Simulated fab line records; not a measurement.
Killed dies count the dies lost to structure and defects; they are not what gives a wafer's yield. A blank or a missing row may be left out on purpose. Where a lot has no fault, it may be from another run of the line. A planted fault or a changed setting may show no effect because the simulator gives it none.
A struck lot beside a sound one ; flow n5 finfet ; 24 out of 1938 route steps
Sound: these wafers, L500.3, L500.4, L500.6. Struck: wafer L517.2. (L517.3, L517.6 of the same lot were not struck and are left out.) The cause comes at the end.
For every step that has rows: the tool of each side, followed by ch and its chambers, followed by its first start. Under that, the readings that differ: sound wafers ; struck wafers ; difference of the means ; sigmas: that difference in standard deviations of wafers without a fault.
alike: same words and numbers on both sides, and readings whose means sit less than 2 such deviations apart. not compared: any withheld reading, any reading some wafer has no value for, any bound like >300 that may hide the same value, and any number with overlapping values for which the record gives no deviation.
A row with sigmas, a row that says differs or no value, or rows on one side alone: a step with any of these is where the two part. Non-overlapping numbers with no deviation appear without sigmas and do not part them. Lack of a reading on every wafer of one side parts them only where that side has two or more wafers.

first, 9 steps without rows for these wafers: N5_BEOL_M15_EXPOSE_07 (exposes mask V14); N5_BEOL_M15_PEB_08 (peb time 90 s); N5_BEOL_M15_DEVELOP_09 (develop time 45 s); N5_BEOL_M15_HARDBAKE_14 (time 120 s); N5_BEOL_M15_DESCUM_15 (chemistry O2, time 7.9 s); N5_BEOL_M15_ETCH_59 (etches BARC in N2/H2, target depth 89 nm, overetch 26.7 nm, time 67.9 s); N5_BEOL_M15_VIA_ETCH_16 (etches SiO2 in C4F8/O2/Ar, target depth 1792.2 nm); N5_BEOL_M15_STRIP_63 (strips in O2); N5_BEOL_M15_STRIP_64 (strips in O2).
N5_BEOL_M15_STRIP_65: strips in post etch residue remover, time 60 s.
  sound on wet bench-02 ch 2,3,5, day 12 17:52; struck on wet bench-02 ch 5, day 18 06:23
  alike: temp c
then, 11 steps without rows for these wafers: N5_BEOL_M15_SRD_66 (time 30 s, dry time 30 s); N5_BEOL_M15_COAT_56 (time 60 s, resist thk 550 nm); N5_BEOL_M15_ETCH_57 (etches SOC in N2/H2, time 750 s); N5_BEOL_M15_COAT_60 (time 60 s, resist thk 89 nm); N5_BEOL_M15_COAT_22 (resist thk 800 nm); N5_BEOL_M15_EBR_24; N5_BEOL_M15_SOFTBAKE_23 (time 60 s); N5_BEOL_M15_EXPOSE_25 (exposes mask M15, target cd 400 nm); N5_BEOL_M15_PEB_26 (peb time 90 s); N5_BEOL_M15_DEVELOP_27 (develop time 45 s); N5_BEOL_M15_HARDBAKE_32 (time 120 s).
N5_BEOL_M15_INSPECT_30: inspects for defects (macro).
  sound on defect inspect-01, day 12 18:52; struck on defect inspect-01, day 18 07:37
reading;sound;struck;difference;sigmas
raw defect count;2 2 1;>300;differs;
then, 1 step without rows for these wafers: N5_BEOL_M15_DESCUM_33 (chemistry O2, time 7.9 s).
N5_PASSIVATION_PROBE_49:
  record: rows for the struck wafers here (prober-02, day 19 06:20), none for the sound ones

WHERE THEY PART
At N5_BEOL_M15_INSPECT_30 first; at N5_PASSIVATION_PROBE_49 last (within this record only).

WHY: the cause the simulator had injected
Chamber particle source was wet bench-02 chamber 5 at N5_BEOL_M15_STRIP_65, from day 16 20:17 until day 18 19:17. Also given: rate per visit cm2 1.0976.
